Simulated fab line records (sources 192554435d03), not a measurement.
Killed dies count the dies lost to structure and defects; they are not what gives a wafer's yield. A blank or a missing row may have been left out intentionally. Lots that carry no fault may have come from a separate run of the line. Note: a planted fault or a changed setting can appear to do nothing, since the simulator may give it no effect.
Split-lot trial	flow n5 finfet	on a route of 1938 steps: 7 lots, 21 wafers read

## THE SPLIT ITSELF
At N5_BEOL_M0_SAQP_EXPOSE_37 (exposes mask M0 CUT1, target cd 30 nm), the setting dose mj was moved away from the recipe's 44.75 on 5 of the 21 wafers read, by -6.9% to +5.9%. This setting was run at the recipe's value on the other wafers.

## FROM THE SPLIT TO THE READING: what the file shows between them, 2 steps
- N5_BEOL_M0_SAQP_PEB_38: peb time 60 s
- N5_BEOL_M0_SAQP_DEVELOP_39: develop time 30 s

## THE READING
cd nm at N5_BEOL_M0_SAQP_CD_MEAS_40, given in nm (cd target 30 nm). On this fab line, fault-free wafers typically give 29.96 nm with a standard deviation of 0.23 nm.

wafer	tool, chamber at the split	dose mj as run	against the recipe	cd nm, nm	against lot-mates on the recipe
L074.1	euv scanner-02, 0	44.75	recipe	29.91	-
L074.3	euv scanner-02, 0	44.75	recipe	29.59	-
L074.5	euv scanner-02, 0	44.75	recipe	29.65	-
L080.2	euv scanner-01, 0	44.75	recipe	29.92	-
L080.5	euv scanner-01, 0	41.97	-6.2%	28.68	-1.24
L080.6	euv scanner-01, 0	41.97	-6.2%	28.83	-1.09
L083.1	euv scanner-02, 0	47.39	+5.9%	31.29	+1.15
L083.2	euv scanner-02, 0	47.39	+5.9%	31.12	+0.98
L083.5	euv scanner-02, 0	44.75	recipe	30.14	-
L086.3	euv scanner-01, 0	44.75	recipe	30.28	-
L086.4	euv scanner-01, 0	44.75	recipe	30.32	-
L086.6	euv scanner-01, 0	44.75	recipe	29.72	-
L091.1	euv scanner-01, 0	44.75	recipe	30.27	-
L091.2	euv scanner-01, 0	41.65	-6.9%	28.38	-1.75
L091.5	euv scanner-01, 0	44.75	recipe	29.99	-
L093.3	euv scanner-01, 0	44.75	recipe	30.02	-
L093.5	euv scanner-01, 0	44.75	recipe	30.11	-
L093.6	euv scanner-01, 0	44.75	recipe	30.15	-
L097.3	euv scanner-02, 0	44.75	recipe	30.43	-
L097.4	euv scanner-02, 0	44.75	recipe	30.22	-
L097.6	euv scanner-02, 0	44.75	recipe	30.38	-

THE FIT
A straight line over all 21 wafers: cd nm changes by +0.212 nm for each +1% of dose mj; r = +0.94; the points scatter about the line by 0.24 nm.
The same after taking each lot's own level away (the mean of its wafers on the recipe; 21 wafers): +0.2 nm for each +1%; r = +0.97; scatter 0.17 nm.
The reading moves by 1.4 nm for the largest change in dose mj, on that fit.
The lots' own levels span 29.717 to 30.343 nm, that is 2.7 times the standard deviation above.
The two slopes agree, so the slope changes little with the lot-to-lot level.
Check: with one of the wafers moved furthest among these (-6.9%) left out of the fit, the line predicts -1.28 nm for it against its lot-mates. Against them it came out at -1.75 nm.

## ADDITIONAL SPLITS CARRIED BY THESE WAFERS
These wafers also went through other splits before the reading. Each is held against what the fit with the lots' levels taken away leaves over:
other split on the same wafers	wafers away from the commonest value	r with cd nm (lot level and that fit taken away)
N5_BEOL_M0_SAQP_SPACER2_ALD_26 target thk a	7	+0.33

## THE WHOLE CHAIN: every reading that the file lists as answering this split, in the file's order
step	what it does	reading	change (the file's fit)	r (the file's)
N5_BEOL_M0_SAQP_CD_MEAS_40	target cd 30 nm	cd nm	+0.212 nm for each +1% of the setting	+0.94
N5_BEOL_M0_SAQP_DESCUM_45	chemistry O2, time 7 s	BEOL_M0_SAQP.cd nm (the simulator's own value, which no gauge read)	+0.195 nm for each +1% of the setting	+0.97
N5_BEOL_M0_SAQP_ETCH_88	etches underlayer in N2/H2, target depth 6.5 nm, time 5.2 s	BEOL_M0_SAQP.cd nm (the simulator's own value, which no gauge read)	+0.19 nm for each +1% of the setting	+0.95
N5_BEOL_M0_SAQP_CUT_ETCH_46	etches SOC in N2/H2, target depth 135 nm, overetch 27 nm, time 202.5 s	BEOL_M0_SAQP.cd nm (the simulator's own value, which no gauge read)	+0.238 nm for each +1% of the setting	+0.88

## FILE'S OWN FIT
cd nm changes by +0.212 nm for each +1% of dose mj, r = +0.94.
